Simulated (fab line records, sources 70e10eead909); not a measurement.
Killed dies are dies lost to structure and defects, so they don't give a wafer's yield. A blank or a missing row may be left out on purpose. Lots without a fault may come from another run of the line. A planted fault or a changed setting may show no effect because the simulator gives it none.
Chamber matching | flow nand_harc | NHARC_A_STAIRCASE_TRIM_220 on rie_diel-06: 4 sister chambers
The step chemistry O2, time 211.2 s. 4 wafers are shown with their chamber, then 7 later ones without.

WAFERS WITH THEIR CHAMBER
wafer  | chamber | showerhead_plenum_p_Torr (Torr)
L081.4 | 2       | 3.44
L087.4 | 1       | 3.51
L089.1 | 3       | 3.59
L089.4 | 0       | 3.58

WAFERS WITHOUT THEIR CHAMBER
wafer  | showerhead_plenum_p_Torr (Torr)
L089.6 | 3.43
L095.1 | 3.58
L095.2 | 3.42
L095.6 | 3.50
L097.2 | 3.49
L097.5 | 3.42
L097.6 | 3.58

WHICH CHAMBER EACH WENT THROUGH
wafer  | from the rows above     | in truth
L089.6 | 2                       | 2
L095.1 | can't be placed: 0 or 3 | 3
L095.2 | 2                       | 2
L095.6 | 1                       | 1
L097.2 | 1                       | 1
L097.5 | 2                       | 2
L097.6 | can't be placed: 0 or 3 | 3
Placed correctly: 5 of 7. Can't be placed from these rows: 2 (the true chamber is among the candidates in 2). Placed wrongly: 0.
How it was worked out, from the rows above alone: a wafer's distance from a chamber is the root of the sum, over the readings, of the square of ((its reading less the chamber's mean) divided by the reading's scatter). The wafer belongs to the nearest chamber; if the next one is less than 2 further off, it can't be placed. A chamber's mean is the mean of its shown wafers. The scatter: with one shown wafer a chamber, the root of the mean of the squares of how far each hidden wafer lies from its nearest shown one.
